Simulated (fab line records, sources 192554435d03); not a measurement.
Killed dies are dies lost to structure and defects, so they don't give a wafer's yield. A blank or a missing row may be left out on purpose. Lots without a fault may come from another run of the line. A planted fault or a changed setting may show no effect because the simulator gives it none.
fab line records | flow n5_finfet
record lots=24 wafers=72 last_day=17
route steps=1938 shown BEOL_M13@1674
lots that met no fault: from a run of the same line without faults
start_h: hours from the record's first day to the start of the lot's first wafer shown | wait_h: hours since the lot's step before | " the same as in the row above | L1.1+2: a row that stands for several wafers | - no value, or no start given | * or withheld: withheld | < > ~ a bound
route shown NAME@n: a module of which the file shows steps, and the number in the route of the first | usual: mean/standard deviation of fault-free wafers | same: alike in all rows | chamber/n: place in a boat | sites: the reading at each site | _std_site: their standard deviation | _edge_site: outer sites' mean less inner sites' | radius_mm: how far each site lies from the wafer's centre | mask NAME#n: copy n | behind: the tool/chamber that last shaped the wafer | hold: why the lot was held/for how many hours/how that ended | device: the transistor (n, p or np) that didn't switch | end of line: the same wafers' tests at the end of the route | a step without rows: its recipe alone | killed: dies lost to structure and defects at the first sort, not the wafer's yield | map: a wafer's dies, x killed, . not, _ none there
set.NAME: the setting as run; set.NAME@STEP: as run at that earlier step | model.NAME: the simulator's own value behind a step, which no gauge read
steps of the route over a sample of lots; a table a step, a row a wafer
services: from which hour (start_h, from the record's first day; less than 0 if before it) a tool's chamber was out of use, for how many hours, and why
## steps
# step N5_BEOL_M13_VIA_ETCH_16
# recipe chemistry=C4F8/O2/Ar target=SiOC pressure_mtorr=30 source_w=3000 bias_w=700 Ar_flow_sccm=400 C4F8_flow_sccm=15 O2_flow_sccm=8 he_inner_torr=15 he_outer_torr=30 target_depth_a=9217 time_s=withheld ion_energy_ev=250 ends=cleared
# usual chamber_pressure_mTorr=30.00/0.03 drypump_motor_current_A=5.7/0.51 oes_product_au=0.71/0.073 rf_vpp_V=667.6/2.5 showerhead_plenum_p_Torr=3.48/0.086 throttle_valve_pct=24.08/0.21
# columns lot.wafer tool chamber start_h wait_h chamber_pressure_mTorr drypump_motor_current_A oes_product_au rf_vpp_V showerhead_plenum_p_Torr throttle_valve_pct
L075.3 rie_diel-03 2 244.41 0.0 30.02 6.0 0.64 668.9 3.50 24.16
L075.4 " 2 " " 30.01 6.0 0.64 668.3 3.50 24.15
L075.6 " 1 " " 29.98 6.0 0.66 667.7 3.52 24.30
L077.4 rie_diel-06 3 244.79 0.1 29.94 6.2 0.79 667.7 3.46 23.53
L077.5 " 2 " " 30.00 6.4 0.63 661.7 3.26 24.80
L077.6 " 0 " " 29.99 5.0 0.76 669.8 3.59 24.03
L074.1 rie_diel-03 1 245.10 0.0 29.99 5.9 0.66 668.6 3.52 24.30
L074.4 " 1 " " 29.95 5.9 0.65 667.8 3.52 24.31
L074.5 " 0 " " 30.01 5.3 0.64 668.8 3.52 23.84
L076.3 rie_diel-01 1 252.77 0.0 29.99 5.0 0.76 669.8 3.59 24.03
L076.4 " 1 " " 30.00 5.0 0.77 670.8 3.59 24.05
L076.6 " 0 " " 30.03 6.7 0.67 668.6 3.53 24.12
L078.2 rie_diel-01 0 260.60 0.0 29.96 6.7 0.66 670.3 3.53 24.12
L078.4 " 0 " " 30.02 6.7 0.67 668.4 3.53 24.13
L078.5 " 3 " " 29.98 5.8 0.73 663.6 3.31 23.96
L081.1 rie_diel-06 1 265.30 0.0 30.01 5.9 0.80 666.3 3.48 23.99
L081.3 " 3 " " 30.06 6.2 0.78 667.4 3.46 23.54
L081.6 " 1 " " 30.01 5.9 0.80 667.3 3.48 24.00
L080.1 rie_diel-01 3 269.68 0.0 29.98 5.7 0.73 662.1 3.31 23.96
L080.4 " 0 " " 29.96 6.6 0.65 668.2 3.53 24.14
L080.6 " 3 " " 29.97 5.7 0.73 663.0 3.31 23.98
L079.2 rie_diel-03 0 270.01 0.0 30.03 5.3 0.64 668.8 3.52 23.85
L079.3 " 3 " " 30.01 5.8 0.79 667.2 3.47 24.02
L079.5 " 3 " " 29.96 5.7 0.79 667.5 3.47 24.04
L082.2 rie_diel-03 1 277.66 0.0 30.00 5.9 0.65 666.9 3.52 24.30
L082.3 " 0 " " 29.98 5.3 0.63 668.0 3.51 23.86
L082.5 " 2 " " 29.98 6.0 0.63 669.1 3.50 24.17
L083.1 rie_diel-01 2 288.91 0.0 29.95 5.4 0.88 667.7 3.49 24.04
L083.4 " 1 " " 30.06 5.0 0.75 670.2 3.58 24.05
L083.5 " 1 " " 29.97 5.0 0.74 671.1 3.58 24.06
L085.2 rie_diel-03 3 302.97 0.0 29.97 5.7 0.77 667.2 3.46 24.05
L085.3 " 2 " " 29.99 6.0 0.62 667.8 3.49 24.19
L085.4 " 0 " " 30.01 5.2 0.63 668.8 3.51 23.86
L084.2 rie_diel-01 2 304.52 0.0 30.00 5.4 0.85 668.1 3.49 24.04
L084.4 " 3 " " 30.05 5.7 0.73 663.2 3.30 23.98
L084.6 " 1 " " 30.00 5.0 0.74 670.2 3.58 24.07
L086.1 rie_diel-06 2 305.17 0.0 29.95 6.4 0.61 661.4 3.26 24.82
L086.3 " 0 " " 29.97 5.0 0.74 668.9 3.58 24.04
L086.5 " 3 " " 29.96 6.2 0.76 668.0 3.45 23.58
L088.1 rie_diel-01 1 309.68 0.0 29.99 5.0 0.74 669.7 3.58 24.05
L088.2 " 3 " " 30.01 5.7 0.71 663.0 3.30 23.98
L088.5 " 0 " " 29.95 6.7 0.65 669.7 3.52 24.14
L087.2 rie_diel-03 2 313.95 0.0 29.99 6.0 0.62 667.3 3.49 24.19
L087.4 " 3 " " 30.03 5.7 0.78 666.1 3.46 24.06
L087.5 " 2 " " 30.01 6.0 0.62 668.9 3.49 24.19
L089.3 rie_diel-01 2 322.32 0.0 29.98 5.4 0.84 667.9 3.49 24.06
L089.4 " 1 " " 30.05 5.0 0.73 670.7 3.58 24.06
L089.5 " 1 " " 29.97 5.0 0.73 670.4 3.58 24.06
L091.1 rie_diel-03 0 332.37 0.0 29.98 5.3 0.62 668.9 3.51 23.89
L091.2 " 3 " " 29.98 5.7 0.76 667.5 3.46 24.06
L091.4 " 2 " " 30.03 6.0 0.62 668.3 3.49 24.19
L090.3 rie_diel-01 2 332.83 0.0 30.00 5.4 0.83 669.7 3.49 24.07
L090.4 " 1 " " 30.02 5.0 0.73 669.8 3.58 24.06
L090.5 " 1 " " 30.07 5.0 0.73 669.7 3.58 24.07
L092.2 rie_diel-03 1 341.73 0.0 30.02 5.9 0.64 668.2 3.51 24.34
L092.4 " 0 " " 30.01 5.3 0.62 669.4 3.50 23.87
L092.5 " 0 " " 30.01 5.3 0.62 667.3 3.50 23.87
L093.1 rie_diel-01 0 351.36 0.0 29.96 6.7 0.64 668.3 3.51 24.17
L093.4 " 1 " " 29.97 5.0 0.72 669.3 3.57 24.10
L093.5 " 3 " " 29.96 5.7 0.72 661.0 3.30 24.00
L094.1 rie_diel-03 1 356.29 0.0 29.99 5.9 0.63 666.8 3.50 24.32
L094.2 " 3 " " 29.98 5.7 0.75 666.0 3.45 24.08
L094.3 " 0 " " 30.00 5.3 0.62 668.0 3.50 23.87
L095.2 rie_diel-01 3 373.95 0.0 30.02 5.7 0.71 662.9 3.29 24.00
L095.4 " 1 " " 30.01 5.0 0.71 670.0 3.57 24.09
L095.6 " 3 " " 29.99 5.7 0.70 662.7 3.29 24.01
L096.3 rie_diel-06 3 375.34 0.0 30.02 6.2 0.75 666.0 3.44 23.59
L096.4 " 0 " " 29.99 5.0 0.70 669.0 3.57 24.05
L096.5 " 1 " " 30.04 5.9 0.77 666.9 3.46 24.03
L097.4 rie_diel-03 3 378.38 0.1 30.02 5.7 0.75 667.3 3.45 24.08
L097.5 " 0 " " 30.00 5.3 0.62 667.5 3.50 23.90
L097.6 " 2 " " 29.98 6.0 0.86 668.8 3.48 23.90
# step N5_BEOL_M13_CD_MEAS_17
# recipe target_cd_nm=190 polarity=opening
# usual cd_nm=190.5/1.2
# columns lot.wafer tool chamber start_h wait_h cd_nm
L075.3 cd_sem-03 - 244.86 0.0 188.7
L075.4 " - " " 190.1
L075.6 " - " " 190.4
L077.4 cd_sem-03 - 245.18 0.0 189.4
L077.5 " - " " 190.3
L077.6 " - " " 192.0
L074.1 cd_sem-02 - 245.59 0.0 189.3
L074.4 " - " " 189.3
L074.5 " - " " 190.2
L076.3 cd_sem-02 - 253.22 0.0 191.1
L076.4 " - " " 191.7
L076.6 " - " " 191.6
L078.2 cd_sem-01 - 261.08 0.0 190.9
L078.4 " - " " 191.2
L078.5 " - " " 190.9
L081.1 cd_sem-01 - 265.74 0.0 191.1
L081.3 " - " " 189.3
L081.6 " - " " 191.1
L080.1 cd_sem-01 - 270.12 0.0 193.1
L080.4 " - " " 192.1
L080.6 " - " " 191.6
L079.2 cd_sem-01 - 270.45 0.0 191.2
L079.3 " - " " 189.9
L079.5 " - " " 189.9
L082.2 cd_sem-02 - 278.11 0.0 189.8
L082.3 " - " " 190.0
L082.5 " - " " 189.4
L083.1 cd_sem-03 - 289.36 0.0 191.8
L083.4 " - " " 192.3
L083.5 " - " " 192.4
L085.2 cd_sem-01 - 303.41 0.0 189.7
L085.3 " - " " 189.7
L085.4 " - " " 191.0
L084.2 cd_sem-02 - 305.00 0.0 189.8
L084.4 " - " " 190.3
L084.6 " - " " 192.5
L086.1 cd_sem-02 - 305.61 0.0 189.2
L086.3 " - " " 190.2
L086.5 " - " " 188.1
L088.1 cd_sem-02 - 310.17 0.0 192.1
L088.2 " - " " 192.8
L088.5 " - " " 191.7
L087.2 cd_sem-02 - 314.40 0.0 191.5
L087.4 " - " " 191.8
L087.5 " - " " 191.7
L089.3 cd_sem-01 - 322.81 0.0 193.7
L089.4 " - " " 192.9
L089.5 " - " " 191.5
L091.1 cd_sem-02 - 332.82 0.0 189.3
L091.2 " - " " 190.6
L091.4 " - " " 191.0
L090.3 cd_sem-03 - 333.28 0.0 190.9
L090.4 " - " " 189.4
L090.5 " - " " 190.6
L092.2 cd_sem-01 - 342.17 0.0 191.6
L092.4 " - " " 191.2
L092.5 " - " " 190.3
L093.1 cd_sem-02 - 351.81 0.0 188.2
L093.4 " - " " 190.4
L093.5 " - " " 187.5
L094.1 cd_sem-02 - 356.75 0.0 189.1
L094.2 " - " " 188.9
L094.3 " - " " 188.9
L095.2 cd_sem-01 - 374.39 0.0 189.3
L095.4 " - " " 189.1
L095.6 " - " " 189.7
L096.3 cd_sem-02 - 375.78 0.0 188.3
L096.4 " - " " 190.3
L096.5 " - " " 189.6
L097.4 cd_sem-01 - 378.72 0.0 190.9
L097.5 " - " " 190.7
L097.6 " - " " 190.4
# step N5_BEOL_M13_CD_MEAS_28
# recipe target_cd_nm=209.5 landing_energy_ev=500 detector=se_inlens
# usual cd_nm=209.2/0.82
# same landing_energy_ev=500
# columns lot.wafer tool chamber start_h wait_h cd_nm
L075.3 cd_sem-03 0 245.19 - 209.5
L075.4 " 0 " " 208.6
L075.6 " 0 " " 208.4
L077.4 cd_sem-01 0 245.50 - 209.7
L077.5 " 0 " " 209.8
L077.6 " 0 " " 208.4
L074.1 cd_sem-02 0 245.92 - 210.1
L074.4 " 0 " " 209.2
L074.5 " 0 " " 210.1
L076.3 cd_sem-03 0 253.55 - 208.6
L076.4 " 0 " " 208.2
L076.6 " 0 " " 209.3
L078.2 cd_sem-01 0 261.54 - 210.1
L078.4 " 0 " " 208.9
L078.5 " 0 " " 208.7
L081.1 cd_sem-03 0 266.19 - 209.4
L081.3 " 0 " " 208.9
L081.6 " 0 " " 209.1
L080.1 cd_sem-03 0 270.45 - 211.0
L080.4 " 0 " " 208.6
L080.6 " 0 " " 209.8
L079.2 cd_sem-01 0 270.91 - 209.3
L079.3 " 0 " " 209.3
L079.5 " 0 " " 209.7
L082.2 cd_sem-01 0 278.56 - 209.6
L082.3 " 0 " " 208.7
L082.5 " 0 " " 208.6
L083.1 cd_sem-02 0 289.81 - 210.0
L083.4 " 0 " " 209.5
L083.5 " 0 " " 209.0
L085.2 cd_sem-01 0 303.87 - 208.8
L085.3 " 0 " " 209.6
L085.4 " 0 " " 209.4
L084.2 cd_sem-02 0 305.33 - 210.0
L084.4 " 0 " " 208.9
L084.6 " 0 " " 209.7
L086.1 cd_sem-01 0 305.94 - 210.1
L086.3 " 0 " " 211.7
L086.5 " 0 " " 210.6
L088.1 cd_sem-01 0 310.62 - 207.0
L088.2 " 0 " " 209.0
L088.5 " 0 " " 208.1
L087.2 cd_sem-01 0 314.72 - 207.3
L087.4 " 0 " " 207.9
L087.5 " 0 " " 209.0
L089.3 cd_sem-02 0 323.26 - 209.6
L089.4 " 0 " " 209.3
L089.5 " 0 " " 208.0
L091.1 cd_sem-03 0 333.14 - 207.8
L091.2 " 0 " " 208.6
L091.4 " 0 " " 208.4
L090.3 cd_sem-02 0 333.61 - 210.0
L090.4 " 0 " " 209.5
L090.5 " 0 " " 209.6
L092.2 cd_sem-03 0 342.62 - 209.4
L092.4 " 0 " " 209.3
L092.5 " 0 " " 209.2
L093.1 cd_sem-02 0 352.14 - 209.0
L093.4 " 0 " " 208.1
L093.5 " 0 " " 208.3
L094.1 cd_sem-02 0 357.07 - 208.7
L094.2 " 0 " " 209.8
L094.3 " 0 " " 209.8
L095.2 cd_sem-01 0 374.72 - 208.5
L095.4 " 0 " " 208.3
L095.6 " 0 " " 209.1
L096.3 cd_sem-02 0 376.11 - 209.9
L096.4 " 0 " " 209.8
L096.5 " 0 " " 208.4
L097.4 cd_sem-01 0 379.17 - 210.2
L097.5 " 0 " " 209.0
L097.6 " 0 " " 210.7
# step N5_BEOL_M13_SPUTTER_44
# recipe material=Ta target_thk_a=100 temp_c=50 bias_v=80 power_w=15000 chamber_pressure_pa=0.07 time_s=16.13
# usual chamber_pressure_pa=0.07/0.00014 throttle_valve_pct=30.1/0.99
# columns lot.wafer tool chamber start_h wait_h chamber_pressure_pa throttle_valve_pct
L075.3 pvd_sputter-02 - 252.59 0.0 0.06998 31.2
L075.4 " - " " 0.06991 31.2
L075.6 " - " " 0.07002 31.2
L077.4 pvd_sputter-02 - 253.33 0.0 0.06987 31.4
L077.5 " - " " 0.06986 31.3
L077.6 " - " " 0.06995 30.0
L074.1 pvd_sputter-03 - 253.65 0.0 0.0698 29.6
L074.4 " - " " 0.06999 27.9
L074.5 " - " " 0.06986 29.4
L076.3 pvd_sputter-01 - 260.54 0.0 0.07016 29.7
L076.4 " - " " 0.07014 30.0
L076.6 " - " " 0.07018 29.7
L078.2 pvd_sputter-02 - 263.31 0.0 0.06996 29.9
L078.4 " - " " 0.06977 31.2
L078.5 " - " " 0.06994 31.6
L081.1 pvd_sputter-01 - 268.75 0.0 0.07007 29.9
L081.3 " - " " 0.0698 29.8
L081.6 " - " " 0.07 31.3
L080.1 pvd_sputter-03 - 271.81 0.0 0.0702 29.0
L080.4 " - " " 0.07 29.4
L080.6 " - " " 0.06967 30.0
L079.2 pvd_sputter-03 - 277.73 0.0 0.07 27.9
L079.3 " - " " 0.06994 30.2
L079.5 " - " " 0.06983 27.9
L082.2 pvd_sputter-03 - 280.99 0.0 0.0703 27.9
L082.3 " - " " 0.07003 29.6
L082.5 " - " " 0.07004 28.1
L083.1 pvd_sputter-01 - 292.84 0.0 0.0699 30.1
L083.4 " - " " 0.07014 29.7
L083.5 " - " " 0.06978 30.0
L085.2 pvd_sputter-01 - 305.36 0.0 0.06984 29.9
L085.3 " - " " 0.06995 31.3
L085.4 " - " " 0.07 29.9
L084.2 pvd_sputter-02 - 308.69 0.0 0.06992 31.5
L084.4 " - " " 0.0701 31.3
L084.6 " - " " 0.06992 29.9
L086.1 pvd_sputter-03 - 308.89 0.0 0.06985 29.4
L086.3 " - " " 0.0699 28.1
L086.5 " - " " 0.07003 29.5
L088.1 pvd_sputter-03 - 312.95 0.0 0.0699 29.4
L088.2 " - " " 0.07032 27.8
L088.5 " - " " 0.06994 29.2
L087.2 pvd_sputter-01 - 319.98 0.0 0.07012 30.2
L087.4 " - " " 0.06994 29.7
L087.5 " - " " 0.07007 30.1
L089.3 pvd_sputter-01 - 326.04 0.0 0.06999 29.6
L089.4 " - " " 0.0699 30.0
L089.5 " - " " 0.07018 31.0
L091.1 pvd_sputter-01 - 335.25 0.0 0.07022 29.8
L091.2 " - " " 0.07015 30.1
L091.4 " - " " 0.07025 29.7
L090.3 pvd_sputter-03 - 335.31 0.0 0.07009 29.6
L090.4 " - " " 0.07004 30.1
L090.5 " - " " 0.07023 29.3
L092.2 pvd_sputter-01 - 345.32 0.0 0.07006 30.2
L092.4 " - " " 0.07015 29.4
L092.5 " - " " 0.06993 30.4
L093.1 pvd_sputter-01 - 353.56 0.0 0.06999 31.4
L093.4 " - " " 0.07015 29.8
L093.5 " - " " 0.07002 29.8
L094.1 pvd_sputter-03 - 362.42 0.0 0.06989 30.3
L094.2 " - " " 0.06999 29.3
L094.3 " - " " 0.06983 28.1
L095.2 pvd_sputter-02 - 376.93 0.0 0.0699 31.2
L095.4 " - " " 0.07001 31.8
L095.6 " - " " 0.06994 31.2
L096.3 pvd_sputter-02 - 377.59 0.0 0.06975 31.2
L096.4 " - " " 0.07009 31.7
L096.5 " - " " 0.06994 31.4
L097.4 pvd_sputter-01 - 381.88 0.0 0.07021 29.8
L097.5 " - " " 0.07029 31.2
L097.6 " - " " 0.06978 30.1
# step N5_BEOL_M13_SPUTTER_45
# recipe material=Cu target_thk_a=800 temp_c=-20 bias_v=60 power_w=26000 chamber_pressure_pa=0.13 time_s=13.33
# usual chamber_pressure_pa=0.12999/0.00023 throttle_valve_pct=30.1/0.98
# columns lot.wafer tool chamber start_h wait_h chamber_pressure_pa throttle_valve_pct
L075.3 pvd_sputter-02 - 252.67 0.0 0.12971 31.2
L075.4 " - " " 0.12984 31.1
L075.6 " - " " 0.12961 31.4
L077.4 pvd_sputter-02 - 253.41 0.0 0.13019 31.3
L077.5 " - " " 0.13032 31.0
L077.6 " - " " 0.13022 29.7
L074.1 pvd_sputter-03 - 253.73 0.0 0.12965 29.9
L074.4 " - " " 0.13003 27.8
L074.5 " - " " 0.12972 29.6
L076.3 pvd_sputter-01 - 260.62 0.0 0.1301 29.9
L076.4 " - " " 0.13032 30.0
L076.6 " - " " 0.13016 29.7
L078.2 pvd_sputter-02 - 263.39 0.0 0.12996 29.8
L078.4 " - " " 0.12982 31.3
L078.5 " - " " 0.12988 31.6
L081.1 pvd_sputter-01 - 268.83 0.0 0.12992 29.6
L081.3 " - " " 0.12959 29.7
L081.6 " - " " 0.13046 31.2
L080.1 pvd_sputter-03 - 271.89 0.0 0.13015 28.9
L080.4 " - " " 0.13024 29.4
L080.6 " - " " 0.13007 30.4
L079.2 pvd_sputter-03 - 277.81 0.0 0.12937 28.0
L079.3 " - " " 0.13019 30.1
L079.5 " - " " 0.13005 27.9
L082.2 pvd_sputter-03 - 281.07 0.0 0.13001 28.0
L082.3 " - " " 0.12974 29.6
L082.5 " - " " 0.12961 28.0
L083.1 pvd_sputter-01 - 292.92 0.0 0.12988 30.1
L083.4 " - " " 0.13023 29.8
L083.5 " - " " 0.13013 30.0
L085.2 pvd_sputter-01 - 305.44 0.0 0.12994 29.9
L085.3 " - " " 0.1301 31.0
L085.4 " - " " 0.12982 30.2
L084.2 pvd_sputter-02 - 308.77 0.0 0.13003 31.2
L084.4 " - " " 0.12982 31.1
L084.6 " - " " 0.13018 30.1
L086.1 pvd_sputter-03 - 308.97 0.0 0.13021 29.4
L086.3 " - " " 0.12975 27.9
L086.5 " - " " 0.1303 29.9
L088.1 pvd_sputter-03 - 313.03 0.0 0.12996 29.1
L088.2 " - " " 0.13013 28.1
L088.5 " - " " 0.12992 29.3
L087.2 pvd_sputter-01 - 320.06 0.0 0.12995 29.8
L087.4 " - " " 0.13014 29.7
L087.5 " - " " 0.13021 30.2
L089.3 pvd_sputter-01 - 326.12 0.0 0.13003 29.7
L089.4 " - " " 0.13 30.0
L089.5 " - " " 0.12955 31.4
L091.1 pvd_sputter-01 - 335.33 0.0 0.12998 29.8
L091.2 " - " " 0.12974 30.4
L091.4 " - " " 0.1294 30.1
L090.3 pvd_sputter-03 - 335.39 0.0 0.13018 29.5
L090.4 " - " " 0.12985 30.2
L090.5 " - " " 0.12956 29.8
L092.2 pvd_sputter-01 - 345.40 0.0 0.1298 30.2
L092.4 " - " " 0.12993 29.8
L092.5 " - " " 0.13012 30.2
L093.1 pvd_sputter-01 - 353.64 0.0 0.13 31.1
L093.4 " - " " 0.12999 29.4
L093.5 " - " " 0.13026 29.6
L094.1 pvd_sputter-03 - 362.50 0.0 0.13037 30.1
L094.2 " - " " 0.13006 29.5
L094.3 " - " " 0.12949 28.1
L095.2 pvd_sputter-02 - 377.01 0.0 0.12973 31.2
L095.4 " - " " 0.12993 31.6
L095.6 " - " " 0.12976 31.6
L096.3 pvd_sputter-02 - 377.67 0.0 0.13008 31.0
L096.4 " - " " 0.12998 31.4
L096.5 " - " " 0.12987 31.4
L097.4 pvd_sputter-01 - 381.96 0.0 0.13015 30.1
L097.5 " - " " 0.12993 31.3
L097.6 " - " " 0.13001 30.0
# step N5_BEOL_M13_CMP_49
# recipe stop_on=SiOC t_overpolish_s=17.1 down_force_psi=1 platen_rpm=50 clearing_platen_down_force_psi=1.5 clearing_platen_rpm=50 post_cmp_clean=cu_alkaline target_thk_nm=420 clearing_platen_pad_velocity_m_s=0.99484 pad_velocity_m_s=0.99484
# usual barrier_field_endpoint_s=30.4/0.69 motor_current_A=6.2/0.58 overpolish_run_s=17.101/0.0085 pad_life_wafers=1031/610 retaining_ring_pressure_frac=1.000/0.0056 slurry_filter_dp_kPa=13.53/0.14
# columns lot.wafer tool chamber start_h wait_h barrier_field_endpoint_s motor_current_A overpolish_run_s pad_life_wafers retaining_ring_pressure_frac slurry_filter_dp_kPa
L075.4 cmp-04 2 253.32 0.2 30.3 6.4 17.094 1010 0.999 13.53
L075.3 " 3 " " 31.2 6.0 17.107 1011 0.999 13.27
L075.6 " 0 " " 30.6 6.8 17.084 - 1.001 13.60
L077.4 cmp-02 0 254.06 0.2 30.2 6.6 17.105 1970 0.997 13.44
L077.6 " 2 " " 30.2 5.5 17.099 - 1.003 13.49
L077.5 " 3 " " 29.9 6.9 17.097 - 0.997 13.44
L074.4 cmp-03 1 254.39 0.2 29.8 6.9 17.101 200 0.995 13.86
L074.1 " 2 " " 29.1 5.9 17.099 201 0.996 13.38
L074.5 " 0 " " 29.2 6.3 17.104 - 0.995 13.69
L076.4 cmp-04 1 261.24 0.2 30.2 5.9 17.111 1069 0.998 13.68
L076.3 " 3 " " 31.5 6.0 17.100 1071 0.994 13.56
L076.6 " 1 " " 30.7 5.8 17.108 - 0.991 13.33
L078.2 cmp-02 0 264.50 0.2 31.0 6.4 17.092 2058 1.003 13.50
L078.4 " 2 " " 30.2 5.8 17.096 2060 1.006 13.53
L078.5 " 0 " " 31.4 6.6 17.103 - 0.999 13.73
L081.3 cmp-03 1 269.53 0.2 29.5 6.8 17.099 319 1.000 13.56
L081.1 " 2 " " 29.2 5.7 17.097 320 1.005 13.45
L081.6 " 0 " " 30.5 6.8 17.086 - 0.992 13.77
L080.4 cmp-04 1 272.74 0.2 31.3 5.7 17.107 1196 1.000 13.47
L080.1 " 2 " " 31.3 5.7 17.096 1197 0.999 13.75
L080.6 " 3 " " 32.4 6.1 17.107 - 0.999 13.60
L079.2 cmp-04 0 278.39 0.2 30.2 6.6 17.093 1236 0.997 13.62
L079.3 " 3 " " 31.6 6.0 17.107 1239 0.989 13.48
L079.5 " 0 " " 30.2 6.7 17.103 - 1.004 13.66
L082.2 cmp-03 2 281.65 0.2 29.4 5.7 17.099 402 1.003 13.62
L082.3 " 1 " " 30.2 7.0 17.101 405 1.006 13.44
L082.5 " 2 " " 29.7 5.7 17.099 - 1.007 13.52
L083.1 cmp-02 3 293.57 0.3 31.2 7.0 17.119 152 0.997 13.57
L083.4 " 0 " " 31.3 6.7 17.102 153 0.998 13.28
L083.5 " 2 " " 30.8 6.3 17.088 - 1.002 13.48
L085.2 cmp-02 3 306.02 0.2 30.1 6.4 17.100 258 0.996 13.62
L085.3 " 0 " " 30.2 6.6 17.104 259 0.996 13.58
L085.4 " 2 " " 30.3 6.2 17.108 261 0.994 13.63
L084.2 cmp-03 2 309.35 0.2 29.4 5.8 17.104 630 1.011 13.54
L084.4 " 0 " " 30.5 6.2 17.113 632 1.005 13.67
L084.6 " 2 " " 30.0 5.5 17.101 - 1.009 13.52
L086.1 cmp-04 3 309.62 0.3 30.6 6.1 17.099 1483 1.005 13.51
L086.3 " 1 " " 29.8 5.7 17.100 1485 0.997 13.63
L086.5 " 3 " " 30.4 6.1 17.107 - 1.016 13.52
L088.2 cmp-03 1 313.61 0.2 30.6 7.5 17.111 666 0.991 13.68
L088.1 " 2 " " 29.9 5.7 17.106 667 0.997 13.79
L088.5 " 1 " " 31.0 7.1 17.095 - 1.004 13.66
L087.2 cmp-04 3 320.64 0.2 31.1 6.3 17.105 1578 1.003 13.51
L087.4 " 1 " " 30.3 5.5 17.100 1580 1.001 13.59
L087.5 " 0 " " 30.4 6.1 17.086 - 0.997 13.51
L089.4 cmp-04 0 327.13 0.1 29.8 6.6 17.109 1626 1.002 13.59
L089.3 " 3 " " 31.0 6.2 17.108 1629 1.013 13.43
L089.5 " 1 " " 30.2 5.6 17.093 - 1.001 13.60
L090.3 cmp-03 0 336.28 0.2 31.1 7.0 17.117 852 0.995 13.36
L090.4 " 3 " " 31.3 7.0 17.107 855 1.008 13.39
L090.5 " 0 " " 31.9 6.2 17.109 - 1.001 13.51
L091.2 cmp-04 2 336.45 0.4 29.3 5.8 17.093 1705 1.004 13.32
L091.1 " 3 " " 30.5 6.2 17.101 1706 0.993 13.64
L091.4 " 0 " " 30.4 6.4 17.089 1707 1.001 13.48
L092.2 cmp-04 0 345.98 0.2 30.2 6.3 17.109 1746 1.011 13.59
L092.4 " 1 " " 30.1 5.1 17.107 1747 0.998 13.55
L092.5 " 1 " " 29.6 5.5 17.097 - 0.997 13.36
L093.4 cmp-04 3 354.22 0.1 30.7 6.2 17.091 1866 0.995 13.53
L093.1 " 0 " " 30.3 6.3 17.113 1867 0.996 13.34
L093.5 " 0 " " 30.5 6.5 17.100 - 1.007 13.58
L094.3 cmp-03 3 363.13 0.2 30.0 6.9 17.109 985 1.006 13.49
L094.2 " 0 " " 31.4 6.6 17.103 986 0.999 13.35
L094.1 " 1 " " 31.3 7.1 17.103 987 1.008 13.44
L095.4 cmp-02 2 377.66 0.2 31.1 6.1 17.085 842 0.996 13.35
L095.2 " 3 " " 30.4 6.7 17.090 843 1.001 13.54
L095.6 " 0 " " 29.9 6.5 17.104 - 0.998 13.45
L096.4 cmp-02 1 378.25 0.1 30.4 5.0 17.109 852 1.002 13.46
L096.3 " 3 " " 30.1 6.7 17.101 854 1.002 13.63
L096.5 " 2 " " 29.5 6.1 17.102 - 1.009 13.50
L097.4 cmp-04 2 382.63 0.2 30.7 6.0 17.097 20 0.997 13.23
L097.6 " 0 " " 30.6 6.2 17.104 - 1.008 13.33
L097.5 " 1 " " 31.0 5.8 17.096 - 0.997 13.48
## services
# columns tool chamber start_h hours kind
cmp-02 - 222.81 3.8 repair
cmp-03 - 224.84 4.0 pm
rie_diel-06 1 228.58 18.5 repair
cmp-04 - 232.42 0.5 repair
rie_diel-03 1 262.53 4.8 repair
cmp-02 - 270.92 4.0 pm
cmp-03 - 272.84 2.9 pm
cmp-04 - 274.05 1.2 repair
rie_diel-01 3 277.69 5.4 repair
cmp-02 - 290.19 2.3 repair
cmp-02 - 295.25 0.3 repair
cmp-04 - 295.26 1.5 repair
cmp-02 - 320.98 4.4 repair
rie_diel-03 - 328.19 2.8 pm
cmp-04 - 340.19 0.3 repair
cmp-04 - 341.00 4.3 pm
cmp-03 - 344.57 11.1 repair
rie_diel-06 1 349.71 9.9 repair
pvd_sputter-01 - 363.97 1.3 repair
cmp-02 - 364.57 3.5 repair
cmp-04 - 367.23 1.3 repair
pvd_sputter-02 - 372.77 2.3 repair
cmp-04 - 375.98 4.0 pm
rie_diel-06 2 379.30 9.1 repair
## key
fault none
